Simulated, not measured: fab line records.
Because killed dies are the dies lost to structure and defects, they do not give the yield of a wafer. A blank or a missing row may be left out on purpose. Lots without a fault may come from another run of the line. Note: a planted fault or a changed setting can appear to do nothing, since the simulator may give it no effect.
Matching of chambers / flow nandHarc / NHARC_A_BONDPAD_DESCUM_11 on rieDiel-03: 4 sister chambers
The step chemistry O2, time 3 s. 18 wafers are shown with their chamber, then 9 later ones without.

EACH WAFER AND ITS CHAMBER
wafer=L381.1; chamber=1; showerheadPlenumPTorr (Torr)=2.00; drypumpMotorCurrentA (A)=6.0; rfVppV (V)=58.8
wafer=L381.4; chamber=2; showerheadPlenumPTorr (Torr)=2.07; drypumpMotorCurrentA (A)=6.3; rfVppV (V)=58.1
wafer=L381.6; chamber=1; showerheadPlenumPTorr (Torr)=2.01; drypumpMotorCurrentA (A)=6.0; rfVppV (V)=58.7
wafer=L379.1; chamber=2; showerheadPlenumPTorr (Torr)=2.07; drypumpMotorCurrentA (A)=6.2; rfVppV (V)=59.0
wafer=L379.3; chamber=1; showerheadPlenumPTorr (Torr)=2.01; drypumpMotorCurrentA (A)=6.0; rfVppV (V)=59.5
wafer=L379.6; chamber=1; showerheadPlenumPTorr (Torr)=2.01; drypumpMotorCurrentA (A)=6.0; rfVppV (V)=57.9
wafer=L380.3; chamber=0; showerheadPlenumPTorr (Torr)=1.81; drypumpMotorCurrentA (A)=4.7; rfVppV (V)=56.3
wafer=L380.4; chamber=3; showerheadPlenumPTorr (Torr)=1.81; drypumpMotorCurrentA (A)=5.8; rfVppV (V)=56.0
wafer=L380.5; chamber=1; showerheadPlenumPTorr (Torr)=2.01; drypumpMotorCurrentA (A)=6.0; rfVppV (V)=57.3
wafer=L383.2; chamber=0; showerheadPlenumPTorr (Torr)=1.81; drypumpMotorCurrentA (A)=4.7; rfVppV (V)=58.2
wafer=L383.3; chamber=3; showerheadPlenumPTorr (Torr)=1.81; drypumpMotorCurrentA (A)=5.8; rfVppV (V)=58.1
wafer=L383.4; chamber=1; showerheadPlenumPTorr (Torr)=2.00; drypumpMotorCurrentA (A)=6.0; rfVppV (V)=59.2
wafer=L382.1; chamber=2; showerheadPlenumPTorr (Torr)=2.07; drypumpMotorCurrentA (A)=6.2; rfVppV (V)=58.1
wafer=L382.5; chamber=0; showerheadPlenumPTorr (Torr)=1.81; drypumpMotorCurrentA (A)=4.7; rfVppV (V)=57.5
wafer=L382.6; chamber=1; showerheadPlenumPTorr (Torr)=2.00; drypumpMotorCurrentA (A)=6.0; rfVppV (V)=58.1
wafer=L387.2; chamber=1; showerheadPlenumPTorr (Torr)=2.00; drypumpMotorCurrentA (A)=6.0; rfVppV (V)=59.1
wafer=L387.3; chamber=3; showerheadPlenumPTorr (Torr)=1.81; drypumpMotorCurrentA (A)=5.8; rfVppV (V)=56.0
wafer=L387.6; chamber=3; showerheadPlenumPTorr (Torr)=1.81; drypumpMotorCurrentA (A)=5.7; rfVppV (V)=56.7

SIGNATURES (means of the wafers above)
reading=showerheadPlenumPTorr; chamber 0=1.8100; chamber 1=2.0050; chamber 2=2.0700; chamber 3=1.8100; scatter within a chamber=0.00378
reading=drypumpMotorCurrentA; chamber 0=4.700; chamber 1=6.000; chamber 2=6.233; chamber 3=5.775; scatter within a chamber=0.0318
reading=rfVppV; chamber 0=57.333; chamber 1=58.575; chamber 2=58.400; chamber 3=56.700; scatter within a chamber=0.812
Rule: a wafer lies at a distance from a chamber equal to the root of the sum of squares, over the readings, of (its reading less the chamber's mean, divided by the reading's scatter). The wafer belongs to the nearest chamber; if the next one is less than 2 further off, it can't be placed. The scatter is the square root of a quotient: the sum, over the shown wafers, of each reading's squared deviation from its chamber's mean, divided by wafers minus chambers.

WAFERS WHOSE CHAMBER IS MISSING
wafer=L390.3; showerheadPlenumPTorr (Torr)=1.81; drypumpMotorCurrentA (A)=5.8; rfVppV (V)=58.0
wafer=L390.5; showerheadPlenumPTorr (Torr)=1.81; drypumpMotorCurrentA (A)=5.8; rfVppV (V)=58.4
wafer=L390.6; showerheadPlenumPTorr (Torr)=2.07; drypumpMotorCurrentA (A)=6.3; rfVppV (V)=58.5
wafer=L389.1; showerheadPlenumPTorr (Torr)=2.00; drypumpMotorCurrentA (A)=6.0; rfVppV (V)=56.9
wafer=L389.3; showerheadPlenumPTorr (Torr)=1.81; drypumpMotorCurrentA (A)=4.7; rfVppV (V)=57.4
wafer=L389.5; showerheadPlenumPTorr (Torr)=1.81; drypumpMotorCurrentA (A)=4.7; rfVppV (V)=56.4
wafer=L399.1; showerheadPlenumPTorr (Torr)=2.00; drypumpMotorCurrentA (A)=6.0; rfVppV (V)=58.5
wafer=L399.5; showerheadPlenumPTorr (Torr)=1.81; drypumpMotorCurrentA (A)=5.7; rfVppV (V)=56.2
wafer=L399.6; showerheadPlenumPTorr (Torr)=2.07; drypumpMotorCurrentA (A)=6.2; rfVppV (V)=58.2

EACH ONE'S CHAMBER
wafer=L390.3; from the rows above=3; in truth=3
wafer=L390.5; from the rows above=3; in truth=3
wafer=L390.6; from the rows above=2; in truth=2
wafer=L389.1; from the rows above=1; in truth=1
wafer=L389.3; from the rows above=0; in truth=0
wafer=L389.5; from the rows above=0; in truth=0
wafer=L399.1; from the rows above=1; in truth=1
wafer=L399.5; from the rows above=3; in truth=3
wafer=L399.6; from the rows above=2; in truth=2
Correct placement for 9 of the 9. From these rows, 0 cannot be placed. Placed wrongly: 0.
